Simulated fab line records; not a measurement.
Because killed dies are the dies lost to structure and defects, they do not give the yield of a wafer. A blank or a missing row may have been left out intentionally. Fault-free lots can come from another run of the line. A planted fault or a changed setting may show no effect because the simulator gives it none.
Which tool did it? | flow n5 finfet | 10 lots with 30 wafers sampled at 5 steps, on a route of 1938 steps

## WHAT THE GAUGES SHOWED, per wafer
N5_WELL_APT_INSPECT_10: inspects for defects (macro). Usual: raw defect count 2.1, standard deviation 1.4.
lot  | measured    | on                | raw defect count | flag
L112 | day 1 13:52 | defect inspect-01 | 2 3 2            |
L114 | day 2 01:44 | defect inspect-01 | 1 4 2            |
L118 | day 3 01:43 | defect inspect-02 | 1 5 1            |
L119 | day 3 07:53 | defect inspect-01 | 2 1 1            |
L125 | day 4 19:58 | defect inspect-02 | 0 1 3            |
L127 | day 5 07:50 | defect inspect-02 | 1 1 6            |
L130 | day 6 01:41 | defect inspect-02 | 1 0 3            |
L131 | day 6 07:48 | defect inspect-01 | 1 4 0            |
L133 | day 6 20:00 | defect inspect-02 | 2 2 3            |
L134 | day 7 01:55 | defect inspect-02 | 3 5 2            |

N5_WELL_APT_CD_MEAS_25: the cd target is 200 nm. Usual: cd nm 199.9 nm, standard deviation 1.4.
lot  | measured    | on        | cd nm (nm)        | flag
L112 | day 1 14:56 | cd sem-01 | 198.3 200.2 199.3 |
L114 | day 2 03:29 | cd sem-01 | 199.3 198.6 199.3 |
L118 | day 3 03:11 | cd sem-01 | 199.1 202.5 201.5 |
L119 | day 3 09:33 | cd sem-01 | 198.7 199.1 198.7 |
L125 | day 4 21:13 | cd sem-03 | 199.7 201.2 200.6 |
L127 | day 5 09:16 | cd sem-01 | 199.9 199.7 199.4 |
L130 | day 6 03:01 | cd sem-01 | 199.2 200.2 199.8 |
L131 | day 6 08:52 | cd sem-01 | 198.0 197.9 200.6 |
L133 | day 6 21:29 | cd sem-01 | 201.1 201.9 199.1 |
L134 | day 7 03:07 | cd sem-02 | 199.1 198.9 200.3 |

N5_BEOL_M4_RC_MEAS_101. Usual: DIBL_N 36.4 mV/V, standard deviation 1.2; DIBL_P 36.1 mV/V, standard deviation 1.6; IOFF_N 0.156 nA/um, standard deviation 0.024; IOFF_P 0.21 nA/um, standard deviation 0.031; ION_N 674 uA/um, standard deviation 11; ION_P 463 uA/um, standard deviation 6.9; SS_N 71.5 mV/dec, standard deviation 0.5; SS_P 73.2 mV/dec, standard deviation 0.55; VT_N 250.0 mV, standard deviation 2.9; VT_P -250 mV, standard deviation 3.6.
lot  | measured     | on        | DIBL_N (mV/V)  | DIBL_P (mV/V)  | IOFF_N (nA/um)    | IOFF_P (nA/um) | ION_N (uA/um) | ION_P (uA/um) | SS_N (mV/dec)  | SS_P (mV/dec)  | VT_N (mV)         | VT_P (mV)      | flag
L112 | day 7 22:36  | prober-02 | 37.7 35.5 36.2 | 38.4 36.8 37.6 | 0.178 0.155 0.157 | 0.22 0.20 0.20 | 671 675 679   | 462 464 464   | 72.2 71.2 70.8 | 73.5 72.9 72.7 | 250.2 251.4 250.2 | -250 -251 -252 |
L114 | day 8 05:44  | prober-01 | 37.3 38.7 36.8 | 38.3 39.4 37.6 | 0.181 0.208 0.167 | 0.23 0.24 0.21 | 680 684 674   | 469 464 459   | 72.1 72.1 72.4 | 73.3 73.8 73.3 | 247.3 244.2 247.0 | -250 -249 -251 |
L118 | day 8 23:57  | prober-01 | 36.8 38.0 37.1 | 35.6 36.2 36.1 | 0.182 0.195 0.185 | 0.27 0.27 0.28 | 676 683 681   | 468 466 469   | 71.2 72.1 71.8 | 73.6 74.5 73.4 | 250.4 247.6 247.4 | -246 -243 -244 |
L119 | day 10 12:55 | prober-02 | 34.7 35.2 36.4 | 33.8 34.9 36.3 | 0.137 0.147 0.181 | 0.19 0.21 0.25 | 661 678 688   | 465 467 481   | 70.7 71.2 71.6 | 73.5 73.2 73.9 | 250.5 251.4 246.8 | -249 -248 -246 |
L125 | day 11 02:11 | prober-01 | 37.0 37.7 36.5 | 35.7 36.9 35.4 | 0.143 0.156 0.135 | 0.17 0.18 0.16 | 665 684 667   | 455 458 454   | 72.0 72.1 71.4 | 73.3 73.2 73.1 | 250.7 249.1 252.3 | -259 -258 -259 |
L127 | day 11 12:38 | prober-02 | 37.7 35.5 35.6 | 36.7 34.2 34.6 | 0.170 0.130 0.140 | 0.20 0.16 0.17 | 672 667 671   | 455 460 460   | 71.7 70.6 71.4 | 74.1 73.1 73.3 | 250.4 253.5 252.1 | -252 -256 -254 |
L130 | day 12 19:10 | prober-01 | 33.6 34.9 34.4 | 34.5 36.2 35.3 | 0.101 0.126 0.112 | 0.16 0.18 0.17 | 653 663 657   | 455 460 457   | 70.5 71.2 70.8 | 73.0 72.9 72.4 | 258.6 253.7 257.3 | -256 -254 -256 |
L131 | day 12 12:56 | prober-01 | 37.7 37.7 36.4 | 36.7 37.1 34.8 | 0.175 0.186 0.149 | 0.25 0.26 0.22 | 679 688 661   | 467 470 463   | 71.8 71.7 71.0 | 73.3 74.1 73.3 | 247.2 247.7 250.1 | -247 -247 -248 |
L133 | day 13 12:59 | prober-02 | 37.2 35.7 36.0 | 36.8 34.9 34.9 | 0.152 0.127 0.134 | 0.20 0.18 0.18 | 674 669 681   | 464 462 464   | 71.7 71.3 71.2 | 72.6 72.5 72.6 | 251.9 253.1 253.8 | -254 -254 -255 |
L134 | day 14 02:38 | prober-02 | 37.1 36.2 36.1 | 37.7 36.1 36.2 | 0.179 0.154 0.154 | 0.23 0.20 0.20 | 668 657 670   | 464 455 460   | 71.8 71.2 71.6 | 74.1 73.4 73.5 | 247.6 252.0 250.1 | -249 -253 -253 |

## TOOL THAT RAN EACH LOT (tool first, then ch and the chambers of the sampled wafers, then the start)
lot  | N5_ZERO_LAYER_DESCUM_16           | N5_WELL_APT_IMPLANT_15
L112 | rie diel-06 ch 1,3, day 1 12:49   | implanter-02 ch 0, day 1 14:13
L114 | rie diel-05 ch 0,2,3, day 2 00:48 | implanter-01 ch 0, day 2 02:37
L118 | rie diel-04 ch 0,2, day 3 00:46   | implanter-02 ch 0, day 3 02:05
L119 | rie diel-04 ch 0,2, day 3 06:49   | implanter-01 ch 0, day 3 08:13
L125 | rie diel-04 ch 0,1, day 4 18:48   | implanter-01 ch 0, day 4 20:28
L127 | rie diel-06 ch 1,2, day 5 06:43   | implanter-02 ch 0, day 5 08:23
L130 | rie diel-04 ch 0,1,2, day 6 00:43 | implanter-01 ch 0, day 6 02:13
L131 | rie diel-06 ch 0,2,3, day 6 06:45 | implanter-02 ch 0, day 6 08:09
L133 | rie diel-06 ch 1,2, day 6 18:41   | implanter-02 ch 0, day 6 20:46
L134 | rie diel-06 ch 0,1,3, day 7 00:59 | implanter-01 ch 0, day 7 02:14
- N5_ZERO_LAYER_DESCUM_16: chemistry O2, time 7.9 s.
- N5_WELL_APT_IMPLANT_15

## WHAT THE TOOLS THEMSELVES READ (means of the sampled wafers that have a number; where no wafer has one, the mark that the record gives instead)
N5_ZERO_LAYER_DESCUM_16. Usual: bias power w 19.99 W, standard deviation 0.061; drypump motor current A 5.8 A, standard deviation 0.38; oes product au 0.76 a.u., standard deviation 0.083; rf vpp V 243.5 V, standard deviation 1.4; showerhead plenum p Torr 2.11 Torr, standard deviation 0.062; throttle valve pct 20.51 %, standard deviation 0.25.
lot  | tool        | bias power w (W) | drypump motor current A (A) | oes product au (a.u.) | rf vpp V (V) | showerhead plenum p Torr (Torr) | throttle valve pct (%) | flag
L112 | rie diel-06 | 19.97            | 5.6                         | 0.78                  | 242.4        | 2.09                            | 20.44                  |
L114 | rie diel-05 | 19.94            | 5.6                         | 0.89                  | 243.9        | 2.12                            | 20.36                  |
L118 | rie diel-04 | 19.98            | 5.9                         | 0.83                  | 242.7        | 2.06                            | 20.62                  |
L119 | rie diel-04 | 20.02            | 6.2                         | 0.75                  | 242.8        | 2.07                            | 20.79                  |
L125 | rie diel-04 | 20.01            | 5.7                         | 0.82                  | 243.7        | 2.09                            | 20.46                  |
L127 | rie diel-06 | 19.95            | 5.9                         | 0.74                  | 243.6        | 2.12                            | 20.54                  |
L130 | rie diel-04 | 20.02            | 6.0                         | 0.74                  | 242.7        | 2.09                            | 20.65                  |
L131 | rie diel-06 | 20.01            | 5.6                         | 0.74                  | 244.2        | 2.17                            | 20.33                  |
L133 | rie diel-06 | 20.00            | 5.8                         | 0.74                  | 242.7        | 2.07                            | 20.60                  |
L134 | rie diel-06 | 19.98            | 5.6                         | 0.73                  | 243.0        | 2.12                            | 20.39                  |

N5_WELL_APT_IMPLANT_15. Usual: rotation deg 0.003 degrees, standard deviation 0.017.
lot  | tool         | rotation deg (degrees) | flag
L112 | implanter-02 | -0.010                 |
L114 | implanter-01 | -0.027                 |
L118 | implanter-02 | -0.002                 |
L119 | implanter-01 | 0.016                  |
L125 | implanter-01 | -0.008                 |
L127 | implanter-02 | -0.004                 |
L130 | implanter-01 | 0.004                  |
L131 | implanter-02 | -0.015                 |
L133 | implanter-02 | -0.001                 |
L134 | implanter-01 | 0.008                  |

## THE ANSWER, worked out from the rows above alone
Rule: take the mean of a lot's wafers that have a number; if it is more than 3 standard deviations from the usual mean, the lot is off. Also off: a lot with no number at a reading for which 4 or more lots have one. Where the step has rows for the other lots, those lots are counted as sound. After the gauges, taken in route order, come the tools' own readings; for these a lot's mean is taken, as printed above. The first step at which some lot is off is used, and at that step the reading that is off furthest; a lot without a number counts as furthest.
Across all readings shown, no lot is off: no conclusion can be drawn from this.

## WHAT THE SIMULATOR HAD INSERTED
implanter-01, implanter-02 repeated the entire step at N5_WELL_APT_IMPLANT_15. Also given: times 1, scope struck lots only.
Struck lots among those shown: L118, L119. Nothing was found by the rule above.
